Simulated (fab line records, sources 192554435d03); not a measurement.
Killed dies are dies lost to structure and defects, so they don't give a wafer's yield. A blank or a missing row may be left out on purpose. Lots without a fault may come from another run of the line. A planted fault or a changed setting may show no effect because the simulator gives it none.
Chamber matching | flow n5_finfet | N5_BEOL_M4_ETCHBACK_99 on rie_diel-01: 4 sister chambers
The step etches SiO2 in CHF3, target depth 5 nm, time 10.4 s. 20 wafers are shown with their chamber, then 10 later ones without.

WAFERS WITH THEIR CHAMBER
wafer  | chamber | drypump_motor_current_A (A) | showerhead_plenum_p_Torr (Torr) | rf_vpp_V (V)
L075.2 | 3       | 4.9                         | 2.27                            | 236
L075.4 | 0       | 4.9                         | 2.14                            | 246
L075.6 | 0       | 4.9                         | 2.14                            | 244
L076.1 | 1       | 5.2                         | 2.10                            | 243
L076.2 | 3       | 4.9                         | 2.26                            | 238
L076.5 | 2       | 6.4                         | 2.30                            | 247
L078.2 | 0       | 4.9                         | 2.14                            | 245
L078.4 | 3       | 4.9                         | 2.26                            | 238
L078.5 | 0       | 4.9                         | 2.14                            | 246
L084.1 | 2       | 6.4                         | 2.29                            | 247
L084.3 | 0       | 4.9                         | 2.14                            | 245
L084.6 | 1       | 5.3                         | 2.10                            | 243
L090.2 | 3       | 4.9                         | 2.26                            | 235
L090.3 | 2       | 6.4                         | 2.29                            | 248
L090.4 | 1       | 5.3                         | 2.10                            | 242
L088.1 | 1       | 5.3                         | 2.10                            | 242
L088.2 | 2       | 6.4                         | 2.28                            | 247
L088.5 | 0       | 4.9                         | 2.13                            | 245
L091.3 | 0       | 4.9                         | 2.13                            | 245
L091.5 | 1       | 5.3                         | 2.10                            | 245

SIGNATURES (means of the wafers above)
reading                  | chamber 0 | chamber 1 | chamber 2 | chamber 3 | scatter within a chamber
drypump_motor_current_A  | 4.900     | 5.280     | 6.400     | 4.900     | 0.0224
showerhead_plenum_p_Torr | 2.1371    | 2.1000    | 2.2900    | 2.2625    | 0.00511
rf_vpp_V                 | 245.14    | 243.00    | 247.25    | 236.75    | 1.01
Rule: a wafer's distance from a chamber is the root of the sum, over the readings, of the square of ((its reading less the chamber's mean) divided by the reading's scatter). The wafer belongs to the nearest chamber; if the next one is less than 2 further off, it can't be placed. The scatter: the root of (the sum of the squares of (reading less its chamber's mean) over the shown wafers, divided by (wafers less chambers)).

WAFERS WITHOUT THEIR CHAMBER
wafer  | drypump_motor_current_A (A) | showerhead_plenum_p_Torr (Torr) | rf_vpp_V (V)
L091.6 | 4.9                         | 2.13                            | 246
L092.2 | 4.9                         | 2.13                            | 245
L092.5 | 6.4                         | 2.28                            | 248
L092.6 | 5.3                         | 2.09                            | 244
L096.1 | 5.3                         | 2.09                            | 242
L096.3 | 4.9                         | 2.25                            | 238
L096.5 | 4.9                         | 2.13                            | 246
L097.1 | 4.9                         | 2.12                            | 243
L097.2 | 4.9                         | 2.24                            | 237
L097.3 | 5.3                         | 2.09                            | 244

WHICH CHAMBER EACH WENT THROUGH
wafer  | from the rows above | in truth
L091.6 | 0                   | 0
L092.2 | 0                   | 0
L092.5 | 2                   | 2
L092.6 | 1                   | 1
L096.1 | 1                   | 1
L096.3 | 3                   | 3
L096.5 | 0                   | 0
L097.1 | 0                   | 0
L097.2 | 3                   | 3
L097.3 | 1                   | 1
Placed correctly: 10 of 10. Can't be placed from these rows: 0. Placed wrongly: 0.
